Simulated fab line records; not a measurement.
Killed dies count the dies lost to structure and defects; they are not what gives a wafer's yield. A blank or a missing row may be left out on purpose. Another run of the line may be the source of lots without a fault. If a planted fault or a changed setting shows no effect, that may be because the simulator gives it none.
What tool caused it? + flow n5 finfet + 72 wafers from 24 lots sampled at 3 of the route's 1938 steps

WHAT THE GAUGES READ, wafer by wafer
N5_BEOL_M8_INSPECT_58: inspects for defects (darkfield). Usual: raw defect count reads 70 (standard deviation 26).
| lot  | measured     | on                | raw defect count | flag |
|------|--------------|-------------------|------------------|------|
| L074 | day 9 02:10  | defect inspect-02 | 91 66 50         |      |
| L076 | day 9 07:48  | defect inspect-02 | 57 46 47         |      |
| L075 | day 9 15:13  | defect inspect-01 | 46 31 60         |      |
| L077 | day 10 11:58 | defect inspect-01 | 57 91 48         |      |
| L079 | day 10 17:03 | defect inspect-01 | 65 76 52         |      |
| L081 | day 10 22:32 | defect inspect-02 | 85 72 77         |      |
| L078 | day 10 22:46 | defect inspect-02 | 39 47 51         |      |
| L080 | day 11 00:13 | defect inspect-01 | 80 54 67         |      |
| L082 | day 11 00:29 | defect inspect-01 | 95 45 63         |      |
| L084 | day 11 18:38 | defect inspect-01 | 76 76 113        |      |
| L083 | day 11 18:47 | defect inspect-01 | 52 67 61         |      |
| L085 | day 12 04:43 | defect inspect-02 | 60 33 47         |      |
| L086 | day 12 15:51 | defect inspect-01 | 111 59 94        |      |
| L088 | day 12 20:01 | defect inspect-02 | 67 58 75         |      |
| L087 | day 12 21:52 | defect inspect-01 | 72 83 56         |      |
| L089 | day 13 10:03 | defect inspect-01 | 113 78 95        |      |
| L092 | day 13 15:44 | defect inspect-01 | 103 81 100       |      |
| L090 | day 13 16:11 | defect inspect-02 | 33 36 70         |      |
| L091 | day 13 16:12 | defect inspect-01 | 43 29 46         |      |
| L093 | day 13 23:30 | defect inspect-02 | 101 80 111       |      |
| L094 | day 14 06:25 | defect inspect-02 | 71 108 90        |      |
| L095 | day 14 11:50 | defect inspect-02 | 83 50 44         |      |
| L097 | day 15 06:32 | defect inspect-01 | 133 106 98       |      |
| L096 | day 15 07:10 | defect inspect-02 | 46 47 49         |      |

EACH LOT AND THE TOOL THAT RAN IT (in order: tool; ch and the chambers of the sampled wafers; start)
| lot  | N5_BEOL_M8_TRENCH_ETCH_37                     | N5_BEOL_M8_PRE_CLEAN_45      |
|------|-----------------------------------------------|------------------------------|
| L074 | rie diel-03 ch 0,2,3, day 9 00:01 or earlier  | pvd sputter-03, day 9 00:01  |
| L076 | rie diel-03 ch 1,3, day 9 06:16 or earlier    | pvd sputter-01, day 9 06:16  |
| L075 | rie diel-05 ch 1,2,3, day 9 12:02 or earlier  | pvd sputter-01, day 9 12:02  |
| L077 | rie diel-06 ch 1,2, day 10 09:08 or earlier   | pvd sputter-02, day 10 09:08 |
| L079 | rie diel-06 ch 1,2,3, day 10 15:11 or earlier | pvd sputter-02, day 10 15:11 |
| L081 | rie diel-03 ch 0,1,3, day 10 19:29 or earlier | pvd sputter-01, day 10 19:29 |
| L078 | rie diel-06 ch 2,3, day 10 19:43 or earlier   | pvd sputter-02, day 10 19:43 |
| L080 | rie diel-06 ch 1,2, day 10 22:17 or earlier   | pvd sputter-03, day 10 22:17 |
| L082 | rie diel-05 ch 0,1,2, day 10 22:51 or earlier | pvd sputter-03, day 10 22:51 |
| L084 | rie diel-03 ch 0,1,3, day 11 14:41 or earlier | pvd sputter-02, day 11 14:41 |
| L083 | rie diel-03 ch 0,2,3, day 11 14:54 or earlier | pvd sputter-01, day 11 14:54 |
| L085 | rie diel-06 ch 1,2,3, day 12 03:04 or earlier | pvd sputter-02, day 12 03:04 |
| L086 | rie diel-03 ch 0,1,3, day 12 14:05 or earlier | pvd sputter-01, day 12 14:05 |
| L088 | rie diel-03 ch 0,1, day 12 17:41 or earlier   | pvd sputter-02, day 12 17:41 |
| L087 | rie diel-03 ch 0,2, day 12 18:14 or earlier   | pvd sputter-02, day 12 18:14 |
| L089 | rie diel-06 ch 2,3, day 13 08:19 or earlier   | pvd sputter-02, day 13 08:19 |
| L092 | rie diel-05 ch 0,1,2, day 13 14:10 or earlier | pvd sputter-03, day 13 14:10 |
| L090 | rie diel-05 ch 1,2,3, day 13 14:10 or earlier | pvd sputter-02, day 13 14:10 |
| L091 | rie diel-06 ch 1,2, day 13 14:15 or earlier   | pvd sputter-03, day 13 14:15 |
| L093 | rie diel-03 ch 1,2,3, day 13 21:50 or earlier | pvd sputter-03, day 13 21:50 |
| L094 | rie diel-05 ch 1,3, day 14 04:34 or earlier   | pvd sputter-03, day 14 04:34 |
| L095 | rie diel-05 ch 0,1,2, day 14 09:52 or earlier | pvd sputter-03, day 14 09:52 |
| L097 | rie diel-03 ch 0,1,3, day 15 04:53 or earlier | pvd sputter-02, day 15 04:53 |
| L096 | rie diel-05 ch 0,1,2, day 15 05:27 or earlier | pvd sputter-01, day 15 05:27 |
- N5_BEOL_M8_TRENCH_ETCH_37: etches SiCOH lowk in C4F6/O2, target depth 93.478 nm, time 31.2 s.
- N5_BEOL_M8_PRE_CLEAN_45: time 30 s.

WHAT THE TOOLS THEMSELVES READ (means of the sampled wafers that have a number; where no wafer has one, the mark that the record gives instead)
N5_BEOL_M8_TRENCH_ETCH_37. Usual: drypump motor current A 5.7 A, standard deviation 0.41; oes product au 0.79 a.u., standard deviation 0.085; rf vpp V 667 V, standard deviation 12; showerhead plenum p Torr 2.82 Torr, standard deviation 0.092; throttle valve pct 20.90 %, standard deviation 0.16.
| lot  | tool        | drypump motor current A (A) | oes product au (a.u.) | rf vpp V (V) | showerhead plenum p Torr (Torr) | throttle valve pct (%) | flag |
|------|-------------|-----------------------------|-----------------------|--------------|---------------------------------|------------------------|------|
| L074 | rie diel-03 | 6.0                         | 0.80                  | 666          | 2.76                            | 20.93                  |      |
| L076 | rie diel-03 | 5.4                         | 0.93                  | 682          | 2.86                            | 20.88                  |      |
| L075 | rie diel-05 | 5.4                         | 0.78                  | 676          | 2.86                            | 20.89                  |      |
| L077 | rie diel-06 | 5.5                         | 0.81                  | 660          | 2.89                            | 20.60                  |      |
| L079 | rie diel-06 | 5.8                         | 0.79                  | 660          | 2.85                            | 20.73                  |      |
| L081 | rie diel-03 | 5.7                         | 0.86                  | 674          | 2.81                            | 20.93                  |      |
| L078 | rie diel-06 | 5.9                         | 0.84                  | 659          | 2.91                            | 20.71                  |      |
| L080 | rie diel-06 | 5.5                         | 0.85                  | 657          | 2.95                            | 20.61                  |      |
| L082 | rie diel-05 | 5.5                         | 0.71                  | 664          | 2.86                            | 20.90                  |      |
| L084 | rie diel-03 | 5.7                         | 0.85                  | 672          | 2.81                            | 20.95                  |      |
| L083 | rie diel-03 | 6.0                         | 0.78                  | 665          | 2.75                            | 20.96                  |      |
| L085 | rie diel-06 | 5.9                         | 0.77                  | 661          | 2.84                            | 20.74                  |      |
| L086 | rie diel-03 | 5.7                         | 0.84                  | 673          | 2.80                            | 20.96                  |      |
| L088 | rie diel-03 | 5.6                         | 0.86                  | 678          | 2.84                            | 20.98                  |      |
| L087 | rie diel-03 | 6.2                         | 0.74                  | 663          | 2.72                            | 21.02                  |      |
| L089 | rie diel-06 | 6.1                         | 0.75                  | 662          | 2.81                            | 20.86                  |      |
| L092 | rie diel-05 | 5.5                         | 0.70                  | 665          | 2.85                            | 20.94                  |      |
| L090 | rie diel-05 | 5.4                         | 0.75                  | 675          | 2.85                            | 20.94                  |      |
| L091 | rie diel-06 | 5.5                         | 0.77                  | 658          | 2.88                            | 20.64                  |      |
| L093 | rie diel-03 | 5.7                         | 0.81                  | 674          | 2.78                            | 20.96                  |      |
| L094 | rie diel-05 | 5.2                         | 0.80                  | 672          | 2.78                            | 21.06                  |      |
| L095 | rie diel-05 | 5.5                         | 0.70                  | 664          | 2.85                            | 20.94                  |      |
| L097 | rie diel-03 | 5.7                         | 0.81                  | 672          | 2.79                            | 21.00                  |      |
| L096 | rie diel-05 | 5.5                         | 0.69                  | 664          | 2.85                            | 20.95                  |      |

N5_BEOL_M8_PRE_CLEAN_45. Usual: heater power w reads 361 W (standard deviation 51).
| lot  | tool           | heater power w (W) | flag |
|------|----------------|--------------------|------|
| L074 | pvd sputter-03 | 305                |      |
| L076 | pvd sputter-01 | 417                |      |
| L075 | pvd sputter-01 | 397                |      |
| L077 | pvd sputter-02 | 341                |      |
| L079 | pvd sputter-02 | 345                |      |
| L081 | pvd sputter-01 | 380                |      |
| L078 | pvd sputter-02 | 376                |      |
| L080 | pvd sputter-03 | 352                |      |
| L082 | pvd sputter-03 | 356                |      |
| L084 | pvd sputter-02 | 344                |      |
| L083 | pvd sputter-01 | 364                |      |
| L085 | pvd sputter-02 | 395                |      |
| L086 | pvd sputter-01 | 372                |      |
| L088 | pvd sputter-02 | 353                |      |
| L087 | pvd sputter-02 | 396                |      |
| L089 | pvd sputter-02 | 373                |      |
| L092 | pvd sputter-03 | 328                |      |
| L090 | pvd sputter-02 | 379                |      |
| L091 | pvd sputter-03 | 361                |      |
| L093 | pvd sputter-03 | 348                |      |
| L094 | pvd sputter-03 | 311                |      |
| L095 | pvd sputter-03 | 337                |      |
| L097 | pvd sputter-02 | 364                |      |
| L096 | pvd sputter-01 | 389                |      |

THE ANSWER, worked out from the rows above alone
Rule: lot off if the mean of its wafers having a number is beyond 3 standard deviations from the usual mean. A lot without any number at a reading at which 4 lots or more have one is off too. The other lots that the step has rows for count as sound. Order of review: gauges by route order, followed by the tools' own readings, for which a lot's mean as printed above is used. At the first step where some lot is off, the reading lying furthest off is the one used; lots without a number count as furthest.
Nothing can be told from this: no lot is off at any reading shown.

WHAT HAD BEEN PUT IN BY THE SIMULATOR
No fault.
